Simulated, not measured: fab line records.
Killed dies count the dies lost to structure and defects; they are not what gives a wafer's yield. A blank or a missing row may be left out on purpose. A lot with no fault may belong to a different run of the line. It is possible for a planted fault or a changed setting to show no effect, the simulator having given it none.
The tool behind it: which one?	flow n5Finfet	24 lots with 72 wafers sampled at 6 steps, on a route of 1938 steps

## WHAT EACH GAUGE READ, for each wafer
N5_BEOL_M9_RS_MEAS_57: measurement is done with a four-point probe.
lot	measured	on	M9_RS (ohm/sq)
L075	day 9 14:38	filmMetro-01	0.150 0.152 0.149
L074	day 9 15:05	filmMetro-02	0.145 0.147 0.148
L076	day 10 06:44	filmMetro-02	0.157 0.150 0.157
L077	day 10 14:44	filmMetro-02	0.151 0.152 0.151
L078	day 10 15:02	filmMetro-02	0.149 0.148 0.148
L079	day 10 16:46	filmMetro-01	0.152 0.153 0.156
L080	day 11 05:31	filmMetro-02	0.146 0.147 0.146
L081	day 11 13:36	filmMetro-02	0.150 0.148 0.153
L083	day 11 16:44	filmMetro-02	0.148 0.154 0.152
L082	day 11 22:32	filmMetro-02	0.151 0.157 0.149
L084	day 12 00:23	filmMetro-02	0.154 0.153 0.156
L086	day 12 22:40	filmMetro-01	0.148 0.151 0.148
L085	day 13 03:40	filmMetro-02	0.149 0.148 0.146
L087	day 13 03:56	filmMetro-01	0.150 0.153 0.147
L089	day 14 02:19	filmMetro-02	0.147 0.154 0.150
L088	day 14 02:52	filmMetro-02	0.153 0.154 0.150
L090	day 14 08:46	filmMetro-02	0.158 0.149 0.157
L091	day 14 12:59	filmMetro-02	0.151 0.152 0.156
L093	day 14 19:21	filmMetro-02	0.151 0.149 0.150
L092	day 15 07:07	filmMetro-02	0.150 0.150 0.148
L094	day 15 11:37	filmMetro-01	0.148 0.148 0.149
L095	day 15 23:44	filmMetro-01	0.147 0.147 0.148
L096	day 16 04:50	filmMetro-02	0.154 0.156 0.154
L097	day 16 20:03	filmMetro-01	0.146 0.144 0.151

N5_BEOL_M10_OVL_MEAS_12.
lot	measured	on	M10_OVL (nm)
L075	day 9 16:56	overlay-01	-0.5 0.7 0.3
L074	day 9 17:07	overlay-02	-0.3 -0.6 -0.2
L076	day 10 08:33	overlay-01	0.0 0.7 0.1
L077	day 10 16:31	overlay-01	0.2 0.4 0.7
L078	day 10 18:51	overlay-02	-0.1 -0.2 0.0
L079	day 10 19:25	overlay-02	-2.0 -2.0 0.3
L080	day 11 08:04	overlay-01	0.5 0.5 -0.1
L081	day 11 16:32	overlay-02	-0.5 -1.6 -0.6
L083	day 11 18:20	overlay-02	-0.7 -0.4 -0.4
L082	day 12 02:06	overlay-02	-1.0 -0.9 -0.3
L084	day 12 02:54	overlay-01	0.7 0.7 1.0
L086	day 13 01:53	overlay-02	0.2 0.5 0.9
L085	day 13 05:02	overlay-01	-0.8 -0.3 -0.3
L087	day 13 05:23	overlay-02	0.2 -0.5 -0.5
L089	day 14 06:07	overlay-02	1.6 0.8 1.7
L088	day 14 06:16	overlay-02	-1.0 -1.0 0.1
L090	day 14 10:08	overlay-02	-0.2 0.3 0.8
L091	day 14 17:42	overlay-01	0.4 0.7 -0.6
L093	day 14 21:25	overlay-02	0.5 0.2 1.0
L092	day 15 09:28	overlay-01	0.0 0.1 -0.8
L094	day 15 13:35	overlay-01	0.2 -0.8 -0.1
L095	day 16 02:06	overlay-02	-0.2 -0.2 -0.1
L096	day 16 08:33	overlay-02	-0.1 0.2 0.0
L097	day 16 21:28	overlay-01	-1.2 -0.3 -1.3

N5_BEOL_M11_OVL_MEAS_12.
lot	measured	on	M11_OVL (nm)
L075	day 10 02:02	overlay-01	2.2 2.0 1.0
L074	day 10 00:55	overlay-02	-0.1 0.4 0.7
L076	day 10 16:15	overlay-01	-0.4 -0.3 -0.2
L077	day 10 23:02	overlay-02	0.7 0.3 1.5
L078	day 11 00:55	overlay-02	0.1 1.3 0.8
L079	day 11 02:44	overlay-02	-0.3 0.1 -0.5
L080	day 11 16:25	overlay-01	-0.8 -0.8 -0.4
L081	day 12 02:20	overlay-02	1.0 0.8 0.9
L083	day 12 02:58	overlay-02	0.0 -0.4 0.1
L082	day 12 14:02	overlay-01	1.0 1.3 1.7
L084	day 12 14:19	overlay-01	-0.9 -0.9 -0.5
L086	day 13 10:52	overlay-02	0.6 0.2 0.4
L085	day 13 14:10	overlay-01	0.7 0.3 1.3
L087	day 13 14:16	overlay-01	1.1 0.3 -0.2
L089	day 14 17:36	overlay-01	0.7 1.6 -0.3
L088	day 14 17:22	overlay-01	-0.1 0.7 0.5
L090	day 14 19:07	overlay-02	0.5 -1.1 0.1
L091	day 15 01:41	overlay-01	-0.4 0.4 0.4
L093	day 15 06:26	overlay-02	0.7 0.7 0.3
L092	day 15 22:54	overlay-01	-0.5 0.5 -1.1
L094	day 15 22:58	overlay-02	0.6 0.4 0.2
L095	day 16 09:05	overlay-01	0.3 0.8 0.4
L096	day 16 16:00	overlay-01	0.4 0.4 0.7
L097	day 17 05:01	overlay-01	1.1 0.4 1.4

## WHAT TOOL EACH LOT RAN ON (gives the tool, then ch and the chambers of the sampled wafers, and finally the start)
lot	N5_BEOL_M10_ETCH_62	N5_BEOL_M10_VIA_ETCH_34	N5_BEOL_M10_CMP_52
L075	rieDiel-04 ch 2,3, day 9 17:29	rieDiel-04 ch 1,2,3, day 9 21:12	cmp-04 ch 0,1,2, day 9 23:55
L074	rieDiel-06 ch 1,2,3, day 9 17:28	rieDiel-06 ch 1,2,3, day 9 20:10	cmp-04 ch 2,3, day 9 22:27
L076	rieDiel-06 ch 1,2,3, day 10 08:44	rieDiel-04 ch 1,3, day 10 11:46	cmp-04 ch 0,2,3, day 10 14:13
L077	rieDiel-05 ch 1,3, day 10 16:55	rieDiel-06 ch 2,3, day 10 18:19	cmp-04 ch 0,2, day 10 21:26
L078	rieDiel-04 ch 0,2,3, day 10 19:06	rieDiel-06 ch 0,2,3, day 10 20:12	cmp-01 ch 1,2, day 10 22:14
L079	rieDiel-05 ch 1,2,3, day 10 19:39	rieDiel-06 ch 0,2,3, day 10 21:16	cmp-04 ch 1,2,3, day 11 00:28
L080	rieDiel-06 ch 0,2,3, day 11 08:45	rieDiel-04 ch 2,3, day 11 10:50	cmp-01 ch 0,1,3, day 11 13:30
L081	rieDiel-06 ch 0,3, day 11 16:41	rieDiel-05 ch 0,2,3, day 11 17:58	cmp-03 ch 1,2,3, day 11 23:34
L083	rieDiel-04 ch 0,1,3, day 11 18:45	rieDiel-06 ch 0,2,3, day 11 21:11	cmp-04 ch 1,2,3, day 12 00:10
L082	rieDiel-04 ch 0,1,3, day 12 02:16	rieDiel-06 ch 0,2, day 12 05:30	cmp-01 ch 0,1,2, day 12 08:31
L084	rieDiel-06 ch 0,1,2, day 12 03:02	rieDiel-04 ch 1,2,3, day 12 05:41	cmp-03 ch 0,1,3, day 12 08:49
L086	rieDiel-06 ch 0,3, day 13 02:11	rieDiel-05 ch 1,3, day 13 03:31	cmp-03 ch 0,3, day 13 07:16
L085	rieDiel-05 ch 1,3, day 13 05:19	rieDiel-05 ch 0,1, day 13 06:35	cmp-04 ch 0,1,3, day 13 10:33
L087	rieDiel-05 ch 0,1,3, day 13 05:35	rieDiel-05 ch 0,1,3, day 13 07:04	cmp-04 ch 1,2, day 13 10:59
L089	rieDiel-06 ch 0,1,3, day 14 06:29	rieDiel-04 ch 0,2,3, day 14 08:41	cmp-03 ch 0,3, day 14 12:50
L088	rieDiel-04 ch 1,3, day 14 06:38	rieDiel-05 ch 1,2, day 14 08:32	cmp-01 ch 1,3, day 14 12:27
L090	rieDiel-04 ch 0,1, day 14 10:16	rieDiel-04 ch 1,2,3, day 14 12:07	cmp-03 ch 1,3, day 14 17:25
L091	rieDiel-05 ch 0,2,3, day 14 17:59	rieDiel-04 ch 0,2,3, day 14 20:23	cmp-01 ch 2,3, day 14 22:54
L093	rieDiel-06 ch 1,2,3, day 14 21:35	rieDiel-06 ch 0,1, day 15 00:24	cmp-04 ch 0,3, day 15 04:11
L092	rieDiel-04 ch 0,1,3, day 15 10:18	rieDiel-04 ch 0,2, day 15 13:05	cmp-04 ch 0,1,2, day 15 19:55
L094	rieDiel-04 ch 0,1, day 15 14:18	rieDiel-05 ch 0,2, day 15 18:01	cmp-01 ch 1,3, day 15 20:56
L095	rieDiel-04 ch 0,3, day 16 02:14	rieDiel-05 ch 0,1, day 16 03:52	cmp-03 ch 0,1,2, day 16 06:41
L096	rieDiel-05 ch 2,3, day 16 08:42	rieDiel-04 ch 0,2, day 16 11:08	cmp-03 ch 2,3, day 16 13:43
L097	rieDiel-05 ch 0,1, day 16 21:37	rieDiel-05 ch 2,3, day 16 23:28	cmp-04 ch 0,1,2, day 17 02:17
- N5_BEOL_M10_ETCH_62: etches SOC in N2/H2, target depth 110 nm, overetch 22 nm, time 165 s.
- N5_BEOL_M10_VIA_ETCH_34: etches SiCOH lowk in C4F6/O2, target depth 184.5 nm, time 69.2 s.
- N5_BEOL_M10_CMP_52: polishes, stops on SiCOH lowk, t overpolish 7 s, target thk 140 nm.

## WHAT THE TOOLS THEMSELVES READ (means of the sampled wafers that have a number; where no wafer has one, the mark that the record gives instead)
N5_BEOL_M10_ETCH_62.
lot	tool	drypumpMotorCurrentA (A)	oesProductAu (a.u.)	rfVppV (V)	showerheadPlenumPTorr (Torr)	throttleValvePct (%)
L075	rieDiel-04	5.7	0.65	525.6	2.58	17.82
L074	rieDiel-06	6.0	0.63	521.3	2.47	18.05
L076	rieDiel-06	6.0	0.62	520.9	2.46	18.05
L077	rieDiel-05	5.8	0.79	522.6	2.51	17.88
L078	rieDiel-04	5.6	0.71	525.5	2.61	17.65
L079	rieDiel-05	5.6	0.71	523.0	2.55	17.82
L080	rieDiel-06	6.2	0.69	522.2	2.46	17.85
L081	rieDiel-06	6.6	0.76	521.5	2.47	17.62
L083	rieDiel-04	5.4	0.70	524.9	2.54	17.47
L082	rieDiel-04	5.4	0.70	523.0	2.53	17.47
L084	rieDiel-06	6.0	0.72	521.4	2.46	17.83
L086	rieDiel-06	6.6	0.74	522.7	2.47	17.65
L085	rieDiel-05	5.9	0.71	522.6	2.50	17.82
L087	rieDiel-05	5.8	0.74	525.3	2.56	17.71
L089	rieDiel-06	6.4	0.73	522.0	2.47	17.73
L088	rieDiel-04	5.3	0.65	520.8	2.44	17.44
L090	rieDiel-04	5.5	0.69	526.0	2.61	17.57
L091	rieDiel-05	5.5	0.76	524.5	2.60	17.60
L093	rieDiel-06	6.0	0.66	520.7	2.45	17.95
L092	rieDiel-04	5.4	0.66	523.1	2.52	17.53
L094	rieDiel-04	5.5	0.69	524.8	2.60	17.59
L095	rieDiel-04	5.5	0.72	526.2	2.62	17.56
L096	rieDiel-05	5.3	0.77	524.2	2.57	17.60
L097	rieDiel-05	6.0	0.68	524.6	2.54	17.66

N5_BEOL_M10_VIA_ETCH_34.
lot	tool	drypumpMotorCurrentA (A)	oesProductAu (a.u.)	rfVppV (V)	showerheadPlenumPTorr (Torr)	throttleValvePct (%)
L075	rieDiel-04	5.5	0.76	653	2.81	20.68
L074	rieDiel-06	6.0	0.75	662	2.72	20.84
L076	rieDiel-04	5.3	0.74	654	2.73	20.49
L077	rieDiel-06	5.8	0.74	667	2.69	20.75
L078	rieDiel-06	6.2	0.83	658	2.74	20.77
L079	rieDiel-06	6.2	0.82	657	2.74	20.78
L080	rieDiel-04	5.7	0.75	652	2.88	20.90
L081	rieDiel-05	5.5	0.85	663	2.94	20.90
L083	rieDiel-06	6.2	0.81	657	2.73	20.79
L082	rieDiel-06	6.2	0.84	665	2.76	20.88
L084	rieDiel-04	5.5	0.74	653	2.80	20.71
L086	rieDiel-05	5.9	0.86	651	2.79	20.83
L085	rieDiel-05	5.9	0.86	677	2.95	20.77
L087	rieDiel-05	5.8	0.87	662	2.88	20.84
L089	rieDiel-04	5.6	0.79	656	2.91	20.79
L088	rieDiel-05	5.7	0.84	656	2.83	20.68
L090	rieDiel-04	5.4	0.72	653	2.79	20.73
L091	rieDiel-04	5.6	0.80	657	2.91	20.80
L093	rieDiel-06	6.5	0.88	658	2.78	20.89
L092	rieDiel-04	5.7	0.81	658	3.00	20.80
L094	rieDiel-05	5.5	0.88	678	3.00	20.74
L095	rieDiel-05	5.8	0.82	676	2.94	20.81
L096	rieDiel-04	5.7	0.73	655	2.94	20.94
L097	rieDiel-05	5.4	0.88	646	2.85	20.89

N5_BEOL_M10_CMP_52.
lot	tool	barrierFieldEndpointS (s)	clearingPlatenDownForcePsi (psi)	motorCurrentA (A)	overpolishRunS (s)	slurryFilterDpKPa (kPa)	timeToEndpointS (s)
L075	cmp-04	30.7	1.499	6.2	7.001	13.58	72
L074	cmp-04	29.9	1.500	6.0	7.000	13.47	73
L076	cmp-04	29.9	1.499	6.2	7.000	13.60	73
L077	cmp-04	30.0	1.500	6.1	6.995	13.60	74
L078	cmp-01	28.9	1.498	5.6	6.999	13.43	66
L079	cmp-04	29.6	1.498	6.0	7.001	13.51	76
L080	cmp-01	28.6	1.497	5.5	7.007	13.52	66
L081	cmp-03	27.7	1.500	6.3	6.999	13.56	64
L083	cmp-04	30.5	1.500	6.0	6.989	13.45	73
L082	cmp-01	28.4	1.499	5.6	7.016	13.57	66
L084	cmp-03	30.7	1.502	6.3	6.992	13.53	72
L086	cmp-03	29.2	1.499	6.2	6.997	13.52	70
L085	cmp-04	28.4	1.501	6.1	7.005	13.32	68
L087	cmp-04	29.7	1.496	6.0	7.000	13.52	70
L089	cmp-03	29.4	1.500	6.4	7.001	13.49	70
L088	cmp-01	28.7	1.502	5.4	6.993	13.33	62
L090	cmp-03	28.7	1.504	6.1	6.994	13.51	65
L091	cmp-01	29.5	1.500	5.6	7.006	13.57	64
L093	cmp-04	30.8	1.499	5.8	7.001	13.53	74
L092	cmp-04	29.3	1.501	6.1	6.989	13.61	70
L094	cmp-01	28.4	1.499	5.4	6.993	13.50	66
L095	cmp-03	29.3	1.500	6.1	6.997	13.50	66
L096	cmp-03	28.9	1.498	6.4	6.997	13.68	62
L097	cmp-04	29.6	1.496	6.1	6.990	13.43	72

## THE ANSWER, worked out from the rows above alone
Rule: the lots themselves supply what counts as usual. Put in order of their means at a reading, lots are off if they are a third of the lots or fewer, leave a main group of 4 or more, and stand apart from it by a gap of 3 or more times the standard deviation of the main group's means; of several such gaps the widest counts. If all means in a main group match to the digits the tables above print for the reading, that group is not used. A lot without any number at a reading at which 4 lots or more have one is off too. Where the step has rows for the other lots, those lots are counted as sound. Order of review: gauges by route order, followed by the tools' own readings, for which a lot's mean as printed above is used. At the first step where some lot is off, the reading lying furthest off is the one used; lots without a number count as furthest.
No lot is off on any of the readings shown, so nothing can be concluded from this.

## WHAT THE SIMULATOR HAD PUT IN
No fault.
